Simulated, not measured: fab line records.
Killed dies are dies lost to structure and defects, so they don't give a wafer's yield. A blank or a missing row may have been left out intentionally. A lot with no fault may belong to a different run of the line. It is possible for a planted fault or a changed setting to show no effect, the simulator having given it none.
Matching of chambers | flow n5 finfet | N5_BEOL_M15_ETCH_57 on rie diel-03 has 4 sister chambers
The step etches SOC in N2/H2, time 750 s. 8 wafers are shown with their chamber, then 10 later ones without.

## WAFERS WITH THEIR CHAMBER
wafer  | chamber | showerhead plenum p Torr (Torr) | drypump motor current A (A)
L079.4 | 0       | 2.64                            | 5.9
L081.3 | 0       | 2.63                            | 6.0
L081.6 | 1       | 2.63                            | 6.4
L083.2 | 2       | 2.56                            | 5.7
L085.2 | 2       | 2.56                            | 5.7
L085.6 | 3       | 2.63                            | 5.9
L088.1 | 1       | 2.63                            | 6.5
L088.2 | 3       | 2.63                            | 5.9

## WAFERS MISSING THEIR CHAMBER
wafer  | showerhead plenum p Torr (Torr) | drypump motor current A (A)
L088.5 | 2.63                            | 5.9
L087.3 | 2.56                            | 5.7
L087.4 | 2.63                            | 5.9
L087.5 | 2.63                            | 5.9
L090.4 | 2.62                            | 6.4
L090.5 | 2.55                            | 5.7
L090.6 | 2.62                            | 5.9
L093.1 | 2.62                            | 5.9
L093.4 | 2.62                            | 6.4
L093.5 | 2.55                            | 5.6

## WHICH CHAMBER EACH WENT THROUGH
wafer  | from the rows above     | in truth
L088.5 | can't be placed: 3 or 0 | 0
L087.3 | 2                       | 2
L087.4 | can't be placed: 3 or 0 | 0
L087.5 | can't be placed: 3 or 0 | 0
L090.4 | 1                       | 1
L090.5 | 2                       | 2
L090.6 | can't be placed: 3 or 0 | 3
L093.1 | can't be placed: 3 or 0 | 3
L093.4 | 1                       | 1
L093.5 | 2                       | 2
5 of 10 placed correctly. Cannot be placed on the basis of these rows: 5; the candidates contain the true chamber in 5. Placed wrongly: 0.
How it was worked out, from the rows above alone: a wafer's distance from a chamber is the root of the sum, over the readings, of the square of ((its reading less the chamber's mean) divided by the reading's scatter). If the next closest chamber is less than 2 further off than the closest, the wafer can't be placed; otherwise it belongs to the closest. The mean given for a chamber averages the wafers shown for that chamber. The scatter is the square root of a quotient: the sum, over the shown wafers, of each reading's squared deviation from its chamber's mean, divided by wafers minus chambers.
